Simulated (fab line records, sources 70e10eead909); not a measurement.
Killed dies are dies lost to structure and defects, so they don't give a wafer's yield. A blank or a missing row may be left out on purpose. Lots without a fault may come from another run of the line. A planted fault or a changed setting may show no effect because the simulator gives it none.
Which tool did it? | flow nand_harc | 12 lots, 36 wafers sampled, at 5 steps of a route of 1302

WHAT THE GAUGES READ, wafer by wafer
NHARC_END_SORT_01.
lot  | measured     | on        | killed_at_array | killed_at_other | killed_at_periphery | killed_dies | killed_open | killed_short
L423 | day 33 11:46 | prober-02 | 53 449 436      | 0 1 3           | 3 11 11             | 56 461 450  | 2 1 4       | 2 3 5
L424 | day 33 20:57 | prober-01 | 459 58 57       | 4 1 0           | 2 5 1               | 465 64 58   | 4 0 3       | 0 3 2

WHICH TOOL RAN EACH LOT (tool, then ch and the chambers of the sampled wafers, then the start)
lot  | NHARC_A_CONTACT_DEP_57        | NHARC_A_CONTACT_ETCH_76                       | NHARC_A_CONTACT_ETCH_78            | NHARC_A_CONTACT_ETCH_126
L403 | acl_dep-02 ch 0, day 22 09:49 | rie_diel-04 ch 2,3, day 22 13:14 or earlier   | rie_diel-04 ch 0,2,3, day 22 13:14 | har_cap_etch-02 ch 0,1, day 22 14:19
L405 | acl_dep-01 ch 0, day 22 23:52 | rie_diel-04 ch 1,3, day 23 04:15 or earlier   | rie_diel-08 ch 0,1,3, day 23 04:15 | har_cap_etch-01 ch 0,1, day 23 05:29
L404 | acl_dep-02 ch 0, day 23 02:10 | rie_diel-08 ch 0,1, day 23 06:38 or earlier   | rie_diel-08 ch 0,2, day 23 06:38   | har_cap_etch-03 ch 0,1, day 23 08:08
L406 | acl_dep-03 ch 0, day 23 15:50 | rie_diel-04 ch 1,3, day 23 20:39 or earlier   | rie_diel-04 ch 0,3, day 23 20:39   | har_cap_etch-03 ch 0,1, day 23 22:01
L410 | acl_dep-02 ch 0, day 25 10:20 | rie_diel-08 ch 0,3, day 25 15:15 or earlier   | rie_diel-08 ch 0,1,2, day 25 15:15 | har_cap_etch-01 ch 1, day 25 16:34
L411 | acl_dep-03 ch 0, day 25 16:34 | rie_diel-04 ch 0,2,3, day 25 20:23 or earlier | rie_diel-04 ch 2,3, day 25 20:23   | har_cap_etch-03 ch 0,1, day 25 21:40
L413 | acl_dep-02 ch 0, day 26 03:51 | rie_diel-04 ch 1,3, day 26 07:59 or earlier   | rie_diel-04 ch 1,3, day 26 07:59   | har_cap_etch-01 ch 0,1, day 26 09:20
L412 | acl_dep-03 ch 0, day 26 07:10 | rie_diel-08 ch 1,2,3, day 26 11:37 or earlier | rie_diel-08 ch 1,2,3, day 26 11:37 | har_cap_etch-03 ch 0,1, day 26 12:46
L414 | acl_dep-01 ch 0, day 26 21:07 | rie_diel-04 ch 2,3, day 27 01:07 or earlier   | rie_diel-04 ch 0,1,3, day 27 01:07 | har_cap_etch-02 ch 0,1, day 27 02:24
L416 | acl_dep-02 ch 0, day 28 00:37 | rie_diel-08 ch 0,2,3, day 28 04:58 or earlier | rie_diel-08 ch 0,2, day 28 04:58   | har_cap_etch-02 ch 0,1, day 28 06:29
L423 | acl_dep-03 ch 0, day 30 13:15 | rie_diel-04 ch 0,1, day 30 23:26 or earlier   | rie_diel-04 ch 0,1, day 30 23:26   | har_cap_etch-03 ch 0,1, day 31 00:51
L424 | acl_dep-02 ch 0, day 31 01:04 | rie_diel-04 ch 1,3, day 31 05:15 or earlier   | rie_diel-04 ch 0,2,3, day 31 05:15 | har_cap_etch-01 ch 0,1, day 31 06:28
- NHARC_A_CONTACT_DEP_57: deposits aC, target thk 5300 nm.
- NHARC_A_CONTACT_ETCH_76: etches the open film in N2/H2, target depth 260 nm, time 475.3 s.
- NHARC_A_CONTACT_ETCH_78: etches the open film in O2/COS, target depth 5300 nm, time 1378 s.
- NHARC_A_CONTACT_ETCH_126: etches the open film in C4F8/O2/Ar, time 197 s, target depth 1918 nm.

WHAT THE TOOLS THEMSELVES READ (means of the sampled wafers that have a number; where no wafer has one, the mark that the record gives instead)
NHARC_A_CONTACT_DEP_57.
lot  | tool       | throttle_valve_pct (%)
L403 | acl_dep-02 | 35.004
L405 | acl_dep-01 | 35.002
L404 | acl_dep-02 | 34.999
L406 | acl_dep-03 | 34.992
L410 | acl_dep-02 | 34.997
L411 | acl_dep-03 | 35.004
L413 | acl_dep-02 | 34.994
L412 | acl_dep-03 | 35.002
L414 | acl_dep-01 | 34.996
L416 | acl_dep-02 | 34.998
L423 | acl_dep-03 | 34.998
L424 | acl_dep-02 | 35.002

NHARC_A_CONTACT_ETCH_76.
lot  | tool        | drypump_motor_current_A (A) | oes_product_au (a.u.) | rf_vpp_V (V) | run_length_s (s) | showerhead_plenum_p_Torr (Torr) | throttle_valve_pct (%)
L403 | rie_diel-04 | 6.1                         | 0.983                 | 427          | 496.6            | 1.92                            | 14.169
L405 | rie_diel-04 | 5.8                         | 0.988                 | 431          | 496.8            | 2.07                            | 14.170
L404 | rie_diel-08 | 5.2                         | 1.000                 | 432          | 496.6            | 2.08                            | 14.176
L406 | rie_diel-04 | 6.1                         | 1.006                 | 428          | 496.7            | 1.97                            | 14.167
L410 | rie_diel-08 | 5.1                         | 1.008                 | 432          | 496.1            | 2.08                            | 14.176
L411 | rie_diel-04 | 5.6                         | 0.998                 | 429          | 496.9            | 2.00                            | 14.177
L413 | rie_diel-04 | 5.9                         | 0.988                 | 432          | 496.8            | 2.07                            | 14.164
L412 | rie_diel-08 | 6.0                         | 1.003                 | 430          | 496.4            | 2.04                            | 14.173
L414 | rie_diel-04 | 5.9                         | 0.993                 | 428          | 496.6            | 1.95                            | 14.173
L416 | rie_diel-08 | 5.7                         | 0.998                 | 431          | 496.6            | 2.02                            | 14.165
L423 | rie_diel-04 | 5.1                         | 0.985                 | 433          | 497.1            | 2.15                            | 14.171
L424 | rie_diel-04 | 5.8                         | 0.996                 | 434          | 496.7            | 2.17                            | 14.177

NHARC_A_CONTACT_ETCH_78.
lot  | tool        | cos_flow_sccm (sccm) | drypump_motor_current_A (A) | oes_product_au (a.u.) | rf_vpp_V (V) | run_length_s (s) | showerhead_plenum_p_Torr (Torr) | throttle_valve_pct (%)
L403 | rie_diel-04 | 20.04                | 5.6                         | 0.991                 | 313.6        | 1399.7           | 3.08                            | 28.329
L405 | rie_diel-08 | 19.99                | 5.5                         | 1.006                 | 313.4        | 1398.8           | 3.05                            | 28.334
L404 | rie_diel-08 | 19.98                | 5.8                         | 1.009                 | 314.2        | 1399.4           | 3.17                            | 28.326
L406 | rie_diel-04 | 19.95                | 5.4                         | 1.001                 | 314.1        | 1399.5           | 3.16                            | 28.333
L410 | rie_diel-08 | 20.02                | 5.6                         | 1.000                 | 315.6        | 1399.1           | 3.26                            | 28.333
L411 | rie_diel-04 | 20.01                | 6.1                         | 1.003                 | 311.7        | 1399.3           | 2.95                            | 28.326
L413 | rie_diel-04 | 20.00                | 5.8                         | 1.002                 | 314.6        | 1399.8           | 3.16                            | 28.329
L412 | rie_diel-08 | 20.03                | 6.0                         | 1.003                 | 314.2        | 1399.3           | 3.13                            | 28.328
L414 | rie_diel-04 | 20.07                | 5.6                         | 1.005                 | 314.4        | 1399.4           | 3.15                            | 28.331
L416 | rie_diel-08 | 20.03                | 5.3                         | 0.992                 | 316.5        | 1399.2           | 3.23                            | 28.328
L423 | rie_diel-04 | 20.06                | 5.1                         | 0.987                 | 317.1        | 1180.0           | 3.27                            | 28.333
L424 | rie_diel-04 | 20.03                | 5.6                         | 0.987                 | 315.7        | 1289.7           | 3.22                            | 28.326

THE ANSWER, worked out from the rows above alone
Rule: what is usual is taken from the lots themselves. Put in order of their means at a reading, lots are off if they are a third of the lots or fewer, leave a main group of 4 or more, and stand apart from it by a gap of 3 or more times the standard deviation of the main group's means; of several such gaps the widest counts. A main group whose means are all the same, to the digits that the tables above print for the reading, isn't used. A lot without any number at a reading at which 4 lots or more have one is off too. The other lots that the step has rows for count as sound. The gauges are gone through in route order, then the tools' own readings, and for those a lot's mean is taken as printed above. The first step at which some lot is off is used, and at that step the reading that is off furthest; a lot without a number counts as furthest.
Off: L423, L424, at NHARC_A_CONTACT_ETCH_78 (run_length_s). The main group: mean 1399.3 s, standard deviation 0.27.
A tool fits if, at that step or a process step before it, it ran every lot that is off, and no sound lot after the first of them. NHARC_A_CONTACT_ETCH_76 gives no start for some lots, so the hours and the order of its lots are those of NHARC_A_CONTACT_ETCH_78. One fits: rie_diel-04 at NHARC_A_CONTACT_ETCH_76 and NHARC_A_CONTACT_ETCH_78. At NHARC_A_CONTACT_ETCH_76 its last sound lot is L414 (day 27 01:07), its first lot that is off L423 (day 30 23:26): a fault that began between those two fits.

WHAT THE SIMULATOR HAD PUT IN
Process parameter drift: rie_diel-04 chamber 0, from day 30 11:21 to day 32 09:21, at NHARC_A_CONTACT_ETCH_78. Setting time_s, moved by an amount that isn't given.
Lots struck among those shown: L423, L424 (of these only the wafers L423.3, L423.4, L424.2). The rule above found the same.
